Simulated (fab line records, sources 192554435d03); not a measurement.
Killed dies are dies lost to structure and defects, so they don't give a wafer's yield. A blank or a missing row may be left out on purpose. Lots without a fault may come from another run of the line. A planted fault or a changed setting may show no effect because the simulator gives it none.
Split-lot experiment | flow n5_finfet | 7 lots, 39 wafers read, on a route of 1938 steps

THE SPLIT
At N5_WELL_APT_IMPLANT_14, the setting energy_kev was moved away from the recipe's 160 on 9 of the 39 wafers read, by -3.8% to +6.5%. The other wafers ran this setting at the recipe's value.

The reading is taken at the split's own step.

THE READING
implant.drp_nm (the simulator's own value, which no gauge read), in nm, at N5_WELL_APT_IMPLANT_14. The file gives no usual value for it.

wafer  | tool, chamber at the split | energy_kev as run | against the recipe | implant.drp_nm, nm | against lot-mates on the recipe
L078.1 | implanter-01, 0            | 160               | recipe             | 65.9               | -
L078.4 | implanter-01, 0            | 160               | recipe             | 65.9               | -
L078.6 | implanter-01, 0            | 160               | recipe             | 65.9               | -
L078.2 | implanter-01, 0            | 153.9             | -3.8%              | 64.03              | -1.87
L078.3 | implanter-01, 0            | 153.9             | -3.8%              | 64.03              | -1.87
L078.5 | implanter-01, 0            | 153.9             | -3.8%              | 64.03              | -1.87
L081.1 | implanter-01, 0            | 160               | recipe             | 65.9               | -
L081.2 | implanter-01, 0            | 160               | recipe             | 65.9               | -
L081.6 | implanter-01, 0            | 160               | recipe             | 65.9               | -
L081.3 | implanter-01, 0            | 169               | +5.6%              | 68.6               | +2.70
L081.4 | implanter-01, 0            | 169               | +5.6%              | 68.6               | +2.70
L081.5 | implanter-01, 0            | 169               | +5.6%              | 68.6               | +2.70
L082.1 | implanter-02, 0            | 160               | recipe             | 65.9               | -
L082.2 | implanter-02, 0            | 160               | recipe             | 65.9               | -
L082.3 | implanter-02, 0            | 160               | recipe             | 65.9               | -
L082.4 | implanter-02, 0            | 160               | recipe             | 65.9               | -
L082.5 | implanter-02, 0            | 160               | recipe             | 65.9               | -
L082.6 | implanter-02, 0            | 160               | recipe             | 65.9               | -
L084.1 | implanter-01, 0            | 160               | recipe             | 65.9               | -
L084.3 | implanter-01, 0            | 160               | recipe             | 65.9               | -
L084.4 | implanter-01, 0            | 160               | recipe             | 65.9               | -
L090.1 | implanter-01, 0            | 160               | recipe             | 65.9               | -
L090.2 | implanter-01, 0            | 160               | recipe             | 65.9               | -
L090.3 | implanter-01, 0            | 160               | recipe             | 65.9               | -
L090.4 | implanter-01, 0            | 160               | recipe             | 65.9               | -
L090.5 | implanter-01, 0            | 160               | recipe             | 65.9               | -
L090.6 | implanter-01, 0            | 160               | recipe             | 65.9               | -
L092.1 | implanter-01, 0            | 170.4             | +6.5%              | 69.02              | +3.12
L092.3 | implanter-01, 0            | 170.4             | +6.5%              | 69.02              | +3.12
L092.6 | implanter-01, 0            | 170.4             | +6.5%              | 69.02              | +3.12
L092.2 | implanter-01, 0            | 160               | recipe             | 65.9               | -
L092.4 | implanter-01, 0            | 160               | recipe             | 65.9               | -
L092.5 | implanter-01, 0            | 160               | recipe             | 65.9               | -
L093.1 | implanter-01, 0            | 160               | recipe             | 65.9               | -
L093.2 | implanter-01, 0            | 160               | recipe             | 65.9               | -
L093.3 | implanter-01, 0            | 160               | recipe             | 65.9               | -
L093.4 | implanter-01, 0            | 160               | recipe             | 65.9               | -
L093.5 | implanter-01, 0            | 160               | recipe             | 65.9               | -
L093.6 | implanter-01, 0            | 160               | recipe             | 65.9               | -

THE FIT
A straight line over all 39 wafers: implant.drp_nm changes by +0.482 nm for each +1% of energy_kev; r = +1.00; the points scatter about the line by 0.0094 nm.
The same after taking each lot's own level away (the mean of its wafers on the recipe; 39 wafers): +0.482 nm for each +1%; r = +1.00; scatter 0.0094 nm.
On that fit, the largest move of energy_kev shifts the reading by 3.1 nm.
The lots' own levels span 65.900 to 65.900 nm.
So the lot-to-lot level changes the slope little: the two slopes agree.
Check: with one of the wafers moved furthest among these (+6.5%) left out of the fit, the line predicts +3.13 nm for it against its lot-mates. It came out at +3.12 nm against them.

THE WHOLE CHAIN: every reading that the file lists as answering this split, in the file's order
step                   | what it does | reading                                                         | change (the file's fit)               | r (the file's)
N5_WELL_APT_IMPLANT_14 |              | implant.rp_nm (the simulator's own value, which no gauge read)  | +2.07 nm for each +1% of the setting  | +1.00
N5_WELL_APT_IMPLANT_14 |              | implant.drp_nm (the simulator's own value, which no gauge read) | +0.482 nm for each +1% of the setting | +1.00

THE FILE'S OWN FIT
implant.drp_nm changes by +0.482 nm for each +1% of energy_kev, r = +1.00.
